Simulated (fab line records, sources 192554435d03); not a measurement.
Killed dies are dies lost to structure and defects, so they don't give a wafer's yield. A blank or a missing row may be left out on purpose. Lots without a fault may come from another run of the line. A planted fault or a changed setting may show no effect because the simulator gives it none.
Chamber matching | flow n5_finfet | N5_BEOL_M5_CURE_80 on uv_cure-03: 3 sister chambers
The step cures SiCOH lowk, time 120 s. 3 wafers are shown with their chamber, then 10 later ones without.

WAFERS WITH THEIR CHAMBER
wafer  | chamber | wafer_temp_C_max
L081.6 | 1       | 372.9
L087.6 | 2       | 371.1
L088.5 | 0       | 371.5

WAFERS WITHOUT THEIR CHAMBER
wafer  | wafer_temp_C_max
L088.6 | 371.5
L090.1 | 371.0
L090.4 | 371.5
L090.6 | 370.8
L096.1 | 370.7
L096.2 | 370.8
L096.3 | 371.2
L096.4 | 370.9
L096.5 | 371.1
L096.6 | 370.9

WHICH CHAMBER EACH WENT THROUGH
wafer  | from the rows above     | in truth
L088.6 | can't be placed: 0 or 2 | 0
L090.1 | can't be placed: 2 or 0 | 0
L090.4 | can't be placed: 0 or 2 | 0
L090.6 | can't be placed: 2 or 0 | 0
L096.1 | can't be placed: 2 or 0 | 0
L096.2 | can't be placed: 2 or 0 | 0
L096.3 | can't be placed: 2 or 0 | 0
L096.4 | can't be placed: 2 or 0 | 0
L096.5 | can't be placed: 2 or 0 | 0
L096.6 | can't be placed: 2 or 0 | 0
Placed correctly: 0 of 10. Can't be placed from these rows: 10 (the true chamber is among the candidates in 10). Placed wrongly: 0.
How it was worked out, from the rows above alone: a wafer's distance from a chamber is the root of the sum, over the readings, of the square of ((its reading less the chamber's mean) divided by the reading's scatter). The wafer belongs to the nearest chamber; if the next one is less than 2 further off, it can't be placed. A chamber's mean is the mean of its shown wafers. The scatter: with one shown wafer a chamber, the root of the mean of the squares of how far each hidden wafer lies from its nearest shown one.
